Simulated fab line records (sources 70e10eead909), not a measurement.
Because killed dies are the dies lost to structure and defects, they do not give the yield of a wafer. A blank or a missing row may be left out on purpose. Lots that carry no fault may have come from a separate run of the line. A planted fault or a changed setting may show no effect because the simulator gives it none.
Which of the tools did it?    flow nand_harc    at 1 step of a route of 1302, 12 lots with 36 wafers sampled

WHAT THE GAUGES READ, wafer by wafer
NHARC_P_START_INSPECT_01.
lot   measured      on                 raw_defect_count
L075  day 2 06:02   defect_inspect-02  2 2 6
L077  day 3 02:02   defect_inspect-02  7 4 7
L079  day 3 22:03   defect_inspect-02  4 3 5
L081  day 4 18:03   defect_inspect-02  2 3 4
L083  day 5 14:02   defect_inspect-02  3 2 5
L085  day 6 10:02   defect_inspect-01  2 3 4
L087  day 7 06:02   defect_inspect-02  3 5 2
L089  day 8 02:02   defect_inspect-01  4 2 4
L091  day 8 22:02   defect_inspect-01  5 2 6
L093  day 9 18:02   defect_inspect-01  3 7 4
L095  day 10 14:02  defect_inspect-02  4 1 7
L097  day 11 10:02  defect_inspect-01  4 4 3

WHICH TOOL RAN EACH LOT (tool, then ch and the chambers of the sampled wafers, then the start)
There is no process step in the record ahead of these readings.

THE ANSWER, worked out from the rows above alone
Rule: the usual values come from the lots themselves. Put in order of their means at a reading, lots are off if they are a third of the lots or fewer, leave a main group of 4 or more, and stand apart from it by a gap of 3 or more times the standard deviation of the main group's means; of several such gaps the widest counts. A main group is skipped when, at the precision printed for the reading in the tables above, its means are all equal. A lot without any number at a reading at which 4 lots or more have one is off too. All remaining lots with rows at the step are treated as sound.
Across all readings shown, no lot is off: no conclusion can be drawn from this.

WHAT THE SIMULATOR HAD INSERTED
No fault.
